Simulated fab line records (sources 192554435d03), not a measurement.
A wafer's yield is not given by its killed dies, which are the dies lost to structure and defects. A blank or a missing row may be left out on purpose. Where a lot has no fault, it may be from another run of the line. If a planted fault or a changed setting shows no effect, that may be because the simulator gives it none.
Struck lot and sound lot, side by side | flow n5_finfet | 37 out of 1938 route steps
Sound: these wafers, L169.3, L169.4, L169.5. Wafers L184.1, L184.3, L184.5 were the ones struck. Last of all comes the cause.
Per side, at each step with rows, come the tool, then ch with its chambers, and then its first start. Under that, the readings that differ: sound wafers | struck wafers | difference of the means | sigmas: that difference in standard deviations of wafers without a fault.
alike: readings with means less than 2 such deviations apart, plus words and numbers identical on both sides. not compared: withheld readings, readings lacking a value on some wafer, bounds such as >300 that could conceal the same value, and numbers that have no deviation in the record and whose values overlap.
Wherever a step has rows on one side only, a row that says differs or no value, or a row with sigmas, the two part there. Numbers that don't overlap but have no deviation are shown without sigmas and don't part them. A reading missing from all wafers of one side parts the sides only when that side holds two or more wafers.

first, 9 steps without rows for these wafers: N5_WELL_APT_COAT_02 (resist thk 950 nm); N5_WELL_APT_EBR_04; N5_WELL_APT_SOFTBAKE_03 (time 60 s); N5_WELL_APT_EXPOSE_05 (exposes mask NWELL, defocus 0 nm, target cd 200 nm); N5_WELL_APT_PEB_06 (peb time 90 s); N5_WELL_APT_DEVELOP_07 (develop time 45 s); N5_WELL_APT_HARDBAKE_12 (time 120 s); N5_WELL_APT_DESCUM_13 (chemistry O2, time 7.9 s); N5_WELL_APT_IMPLANT_14.
N5_WELL_APT_IMPLANT_15:
  sound on implanter-02 ch 0, day 1 20:14; struck on implanter-02 ch 0, day 5 14:49
  reading            | sound                            | struck                           | difference  | sigmas
  dose_ions_cm2      | 1.4979e+13 1.5006e+13 1.4991e+13 | 1.1787e+13 1.1785e+13 1.1796e+13 | -3.2027e+12 | -99 or more
  faraday_current_uA | 189 184 187                      | 149 154 150                      | -36         | -9
  alike: beam_energy_keV
then, 25 steps without rows for these wafers: N5_WELL_APT_STRIP_16 (strips in SPM, time 900 s); N5_WELL_APT_HMDS_18 (time 60 s); N5_WELL_APT_COAT_19 (resist thk 950 nm); N5_WELL_APT_EBR_21; N5_WELL_APT_SOFTBAKE_20 (time 60 s); N5_WELL_APT_EXPOSE_22 (exposes mask PWELL, defocus 0 nm, target cd 200 nm); N5_WELL_APT_PEB_23 (peb time 90 s); N5_WELL_APT_DEVELOP_24 (develop time 45 s); N5_WELL_APT_HARDBAKE_29 (time 120 s); N5_WELL_APT_DESCUM_30 (chemistry O2, time 7.9 s); N5_WELL_APT_IMPLANT_31; N5_WELL_APT_IMPLANT_32; N5_WELL_APT_STRIP_33 (strips in SPM, time 900 s); N5_WELL_APT_RTA_34 (time 10 s); N5_WELL_APT_OXIDE_STRIP_42 (strips SiO2 in dHF, time 45 s, target depth 12 nm); N5_WELL_APT_PRECLEAN_36 (cleans in O3/DIW, time 45 s); N5_WELL_APT_PRECLEAN_39 (cleans in dHF, time 60 s); N5_WELL_APT_SRD_37 (time 30 s); N5_WELL_APT_EPI_41 (deposits Si from SiH4/H2, target thk 50 nm, time 297.7 s); N5_PMOS_HMC_CHANNEL_EPI_HM_DEP_34 (deposits SiO2 from TEOS/O2, target thk 36 nm, time 6.9 s); N5_PMOS_HMC_CHANNEL_EPI_COAT_31 (time 60 s, resist thk 66 nm); N5_PMOS_HMC_CHANNEL_EPI_COAT_03 (resist thk 205 nm); N5_PMOS_HMC_CHANNEL_EPI_EBR_05; N5_PMOS_HMC_CHANNEL_EPI_SOFTBAKE_04 (time 60 s); N5_PMOS_HMC_CHANNEL_EPI_EXPOSE_06 (exposes mask PMOS HMC BLK, target cd 240 nm).
-- here the record skips 7 days between the struck wafers' starts before and after, leaving off in module PMOS_HMC_CHANNEL_EPI and picking up in module BEOL_M4 (first step shown: number 1111 of the route) --
N5_BEOL_M4_RC_MEAS_101:
  sound on prober-01 ch 0, day 8 08:31; struck on prober-01 ch 0, day 12 07:28
  reading | sound          | struck         | difference | sigmas
  CJ_P    | 5.48 5.67 5.81 | 5.20 5.51 5.02 | -0.41      | -2
  alike: DIBL_N, DIBL_P, IOFF_N, IOFF_P, ION_N, ION_P, SS_N, SS_P, VT_N, VT_P
-- here the record skips 5 days between the struck wafers' starts before and after, leaving off in module BEOL_M4 and picking up in module PASSIVATION (first step shown: number 1936 of the route) --
N5_PASSIVATION_PROBE_49:
  rows exist in the record for the struck wafers here (prober-02, day 16 20:39), but not for the sound ones

== WHERE THEY PART ==
At N5_WELL_APT_IMPLANT_15 first; at N5_PASSIVATION_PROBE_49 last (within this record only).

WHY: the cause the simulator had injected
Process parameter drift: implanter-02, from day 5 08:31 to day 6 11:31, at N5_WELL_APT_IMPLANT_15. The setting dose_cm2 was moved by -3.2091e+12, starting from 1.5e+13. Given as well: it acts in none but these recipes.
